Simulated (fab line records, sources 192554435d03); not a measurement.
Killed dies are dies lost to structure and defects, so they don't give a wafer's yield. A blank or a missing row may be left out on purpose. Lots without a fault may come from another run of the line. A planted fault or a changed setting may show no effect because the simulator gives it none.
Chamber matching | flow n5_finfet | N5_MOL_CONTACT_COAG_ETCH_67 on rie_diel-03: 4 sister chambers
The step etches SOC in N2/H2, target depth 60 nm, overetch 21 nm, time 101.2 s. 8 wafers are shown with their chamber, then 8 later ones without.

WAFERS WITH THEIR CHAMBER
wafer  | chamber | showerhead_plenum_p_Torr (Torr) | throttle_valve_pct (%)
L074.1 | 0       | 2.45                            | 18.10
L079.4 | 3       | 2.52                            | 17.77
L080.1 | 2       | 2.71                            | 17.71
L080.6 | 2       | 2.71                            | 17.72
L082.2 | 1       | 2.51                            | 18.30
L082.4 | 3       | 2.52                            | 17.78
L082.5 | 1       | 2.51                            | 18.31
L087.3 | 0       | 2.44                            | 18.16

WAFERS WITHOUT THEIR CHAMBER
wafer  | showerhead_plenum_p_Torr (Torr) | throttle_valve_pct (%)
L087.4 | 2.50                            | 18.31
L087.6 | 2.52                            | 17.79
L094.1 | 2.50                            | 17.91
L094.2 | 2.51                            | 17.84
L094.4 | 2.69                            | 17.74
L096.2 | 2.42                            | 18.21
L096.4 | 2.49                            | 17.91
L096.6 | 2.69                            | 17.79

WHICH CHAMBER EACH WENT THROUGH
wafer  | from the rows above | in truth
L087.4 | 1                   | 1
L087.6 | 3                   | 3
L094.1 | 3                   | 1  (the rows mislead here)
L094.2 | 3                   | 3
L094.4 | 2                   | 2
L096.2 | 0                   | 0
L096.4 | 3                   | 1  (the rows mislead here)
L096.6 | 2                   | 2
Placed correctly: 6 of 8. Can't be placed from these rows: 0. Placed wrongly: 2.
How it was worked out, from the rows above alone: a wafer's distance from a chamber is the root of the sum, over the readings, of the square of ((its reading less the chamber's mean) divided by the reading's scatter). The wafer belongs to the nearest chamber; if the next one is less than 2 further off, it can't be placed. A chamber's mean is the mean of its shown wafers. The scatter: the root of (the sum of the squares of (reading less its chamber's mean) over the shown wafers, divided by (wafers less chambers)).
